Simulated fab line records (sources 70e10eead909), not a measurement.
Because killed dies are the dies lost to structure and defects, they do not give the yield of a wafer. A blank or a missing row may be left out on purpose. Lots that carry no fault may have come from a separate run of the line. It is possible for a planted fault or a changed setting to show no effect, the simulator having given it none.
Struck lot and sound lot, side by side ; flow nand harc ; 38 out of 1302 route steps
Sound: the wafers L608.1, L608.5, L608.6. The struck wafers were L611.1, L611.2, L611.4. The cause is named last.
At each step with rows: each side's tool, then ch and its chambers, then its first start. Under that, the readings that differ: sound wafers ; struck wafers ; difference of the means ; sigmas: that difference in standard deviations of wafers without a fault.
alike: same words and numbers on both sides, and readings whose means sit less than 2 such deviations apart. not compared: any withheld reading, any reading some wafer has no value for, any bound like >300 that may hide the same value, and any number with overlapping values for which the record gives no deviation.
A row with sigmas, a row that says differs or no value, or rows on one side alone: a step with any of these is where the two part. Numbers that don't overlap but have no deviation are shown without sigmas and don't part them. Lack of a reading on every wafer of one side parts them only where that side has two or more wafers.

first, 9 steps without rows for these wafers: NHARC_A_CHANNEL_HOLE_D1_DEP_00 (deposits aC, target thk 3100 nm); NHARC_A_CHANNEL_HOLE_D1_DEP_01 (deposits SiON, target thk 140 nm); NHARC_A_CHANNEL_HOLE_D1_DEHYDRATE_02 (time 120 s); NHARC_A_CHANNEL_HOLE_D1_HMDS_03 (time 30 s); NHARC_A_CHANNEL_HOLE_D1_COAT_36 (time 75 s); NHARC_A_CHANNEL_HOLE_D1_COAT_37 (time 65 s); NHARC_A_CHANNEL_HOLE_D1_COAT_04 (resist thk 90 nm); NHARC_A_CHANNEL_HOLE_D1_SOFTBAKE_05 (time 55 s); NHARC_A_CHANNEL_HOLE_D1_EBR_06.
NHARC_A_CHANNEL_HOLE_D1_EXPOSE_07: exposes mask HOLE D1, target cd 100 nm.
  sound on arfi scanner-03 ch 0, day 9 11:02; struck on arfi scanner-03 ch 0, day 10 17:44
reading;sound;struck;difference;sigmas
exposure dose mJ cm2;59.61 59.55 59.60;37.62 37.62 37.67;-21.95;-99 or more
  alike: mask, stage vel mm s
then, 2 steps without rows for these wafers: NHARC_A_CHANNEL_HOLE_D1_PEB_08 (peb time 65 s); NHARC_A_CHANNEL_HOLE_D1_DEVELOP_09 (develop time 35 s).
NHARC_A_CHANNEL_HOLE_D1_CD_MEAS_10: the cd target is 100 nm.
  sound on cd sem-01 ch 0, day 9 11:11; struck on cd sem-02 ch 0, day 10 17:53
reading;sound;struck;difference;sigmas
cd nm (nm);100.5 100.0 100.5;78.3 78.2 78.0;-22.2;-37
NHARC_A_CHANNEL_HOLE_D1_DESCUM_15: chemistry O2, time 3 s.
  sound on rie diel-13 ch 0,3, day 9 11:22; struck on rie diel-13 ch 0,1,3, day 10 18:04
reading;sound;struck;difference;sigmas
model.A_CHANNEL_HOLE_D1.cd nm (nm);100.1 98.92 99.92;77.27 78 77.36;-22.10;
  alike: drypump motor current A, oes product au, rf vpp V, showerhead plenum p Torr, throttle valve pct
  not compared: rf hours counter h
then, 4 steps without rows for these wafers: NHARC_A_CHANNEL_HOLE_D1_ETCH_38 (etches the open film in CF4, target depth 39 nm, time 65 s); NHARC_A_CHANNEL_HOLE_D1_ETCH_39 (etches the open film in N2/H2, target depth 260 nm, time 325 s); NHARC_A_CHANNEL_HOLE_D1_ETCH_34 (etches the open film in CF4/CHF3, target depth 154 nm, time 77 s); NHARC_A_CHANNEL_HOLE_D1_ETCH_16 (etches the open film in O2/COS, target depth 3100 nm, time 806 s).
NHARC_A_CHANNEL_HOLE_D1_CD_MEAS_18:
  struck on cd sem-02, day 10 19:10; sound on cd sem-03, day 9 12:29
reading;sound;struck;difference;sigmas
cd nm (nm);101 93 99;75 77 74;-22;-7
then, 12 steps without rows for these wafers: NHARC_A_CHANNEL_HOLE_D1_ETCH_19 (etches the open film in C4F8/O2/Ar, time 34.5 s); NHARC_A_CHANNEL_HOLE_D1_ETCH_20 (etches the open film in C4F8/O2/Ar, time 361.9 s, target depth 1600 nm); NHARC_A_CHANNEL_HOLE_D1_ETCH_21 (etches the open film in C4F8/O2/Ar, time 514.3 s, target depth 1600 nm); NHARC_A_CHANNEL_HOLE_D1_ETCH_22 (etches the open film in C4F8/O2/Ar, time 666.7 s, target depth 1600 nm); NHARC_A_CHANNEL_HOLE_D1_ETCH_23 (etches the open film in C4F8/O2/Ar, time 819 s, target depth 1600 nm); NHARC_A_CHANNEL_HOLE_D1_ETCH_24 (etches the open film in C4F8/O2/Ar, time 906.2 s, target depth 1500 nm); NHARC_A_CHANNEL_HOLE_D1_ETCH_25 (etches the open film in C4F8/O2/Ar, time 1040.2 s, target depth 1500 nm); NHARC_A_CHANNEL_HOLE_D1_ETCH_26 (etches the open film in C4F8/O2/Ar, time 224.1 s, target depth 300 nm); NHARC_A_CHANNEL_HOLE_D1_ETCH_33 (etches the open film in C4F8/O2/Ar, time 90 s, target depth 400 nm); NHARC_A_CHANNEL_HOLE_D1_STRIP_41 (strips in N2/H2); NHARC_A_CHANNEL_HOLE_D1_STRIP_42 (strips in CF4/CHF3); NHARC_A_CHANNEL_HOLE_D1_STRIP_43 (strips in O2/COS).
NHARC_A_CHANNEL_HOLE_D1_ETCH_44: etches the open film in CF4/O2, target depth 140 nm, overetch 14 nm, time 77 s.
  sound on rie diel-07 ch 1,2,3, day 9 19:08; struck on rie diel-07 ch 0,1,2, day 11 00:19
reading;sound;struck;difference;sigmas
model.A_CHANNEL_HOLE_D1.cd nm (nm);91.41 88.16 89.35;65.47 65.84 66.84;-23.59;
  alike: drypump motor current A, oes_o_777_au, oes product au, rf vpp V, showerhead plenum p Torr, throttle valve pct
  not compared: rf hours counter h
then, 3 steps without rows for these wafers: NHARC_A_CHANNEL_HOLE_D1_STRIP_27 (strips in O2); NHARC_A_CHANNEL_HOLE_D1_PRECLEAN_28 (cleans in SC1); NHARC_A_CHANNEL_HOLE_D1_SRD_29.
NHARC_A_CHANNEL_HOLE_D1_CD_MEAS_30:
  struck on cd sem-02, day 11 01:06; sound on cd sem-01, day 9 19:55
reading;sound;struck;difference;sigmas
cd nm (nm);90.9 87.6 89.2;65.2 65.3 67.0;-23.4;-13
NHARC_A_CHANNEL_HOLE_D1_XSEM_31:
  sound on xsem-02 ch 0, day 9 20:00; struck on xsem-02 ch 0, day 11 01:11
reading;sound;struck;difference;sigmas
bot cd nm (nm);74.2 71.2 72.7;50.0 50.1 51.3;-22.2;-12
  alike: bow nm, tilt deg
NHARC_END_WLT_00:
  sound wafers here have rows in the record (prober-01, day 24 23:53); struck ones have none

## WHERE THEY PART
At NHARC_A_CHANNEL_HOLE_D1_EXPOSE_07 first; at NHARC_END_WLT_00 last (within this record only).

WHY: the cause the simulator had injected
Process parameters drifting: arfi scanner-03 at NHARC_A_CHANNEL_HOLE_D1_EXPOSE_07, beginning at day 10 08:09. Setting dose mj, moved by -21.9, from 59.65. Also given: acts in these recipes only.
